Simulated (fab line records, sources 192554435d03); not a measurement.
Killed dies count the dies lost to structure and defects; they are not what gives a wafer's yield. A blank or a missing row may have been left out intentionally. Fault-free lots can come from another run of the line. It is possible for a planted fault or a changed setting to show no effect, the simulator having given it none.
Chamber matching	flow n5Finfet	4 sister chambers for N5_BEOL_M13_VIA_ETCH_16 on rieDiel-04
The step etches SiOC in C4F8/O2/Ar, target depth 921.7 nm. 4 wafers are shown with their chamber, then 11 later ones without.

## WAFERS, EACH WITH ITS CHAMBER
wafer	chamber	showerheadPlenumPTorr (Torr)
L078.6	2	3.19
L083.5	1	3.38
L082.6	3	3.40
L086.1	0	3.47

## WAFERS WITH NO CHAMBER GIVEN
wafer	showerheadPlenumPTorr (Torr)
L086.2	3.40
L086.3	3.38
L090.1	3.57
L090.2	3.38
L090.6	3.38
L092.2	3.46
L092.4	3.57
L092.6	3.39
L096.1	3.57
L096.3	3.46
L096.5	3.39

## WHICH CHAMBER EACH WENT THROUGH
wafer	from the rows above	in truth
L086.2	can't be placed: 3 or 1 or 0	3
L086.3	can't be placed: 1 or 3 or 0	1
L090.1	can't be placed: 0 or 3 or 1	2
L090.2	can't be placed: 1 or 3 or 0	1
L090.6	can't be placed: 1 or 3 or 0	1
L092.2	can't be placed: 0 or 3 or 1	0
L092.4	can't be placed: 0 or 3 or 1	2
L092.6	can't be placed: 3 or 1 or 0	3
L096.1	can't be placed: 0 or 3 or 1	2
L096.3	can't be placed: 0 or 3 or 1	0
L096.5	can't be placed: 3 or 1 or 0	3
Correctly placed: 0 of 11. Can't be placed from these rows: 11 (the true chamber is among the candidates in 8). Placed wrongly: 0.
How it was worked out, from the rows above alone: a wafer's distance from a chamber is the root of the sum, over the readings, of the square of ((its reading less the chamber's mean) divided by the reading's scatter). The wafer belongs to the nearest chamber; if the next one is less than 2 further off, it can't be placed. A chamber's mean is the mean of its shown wafers. The scatter: root of mean squared gap, hidden wafer to nearest shown wafer, with one shown wafer a chamber.
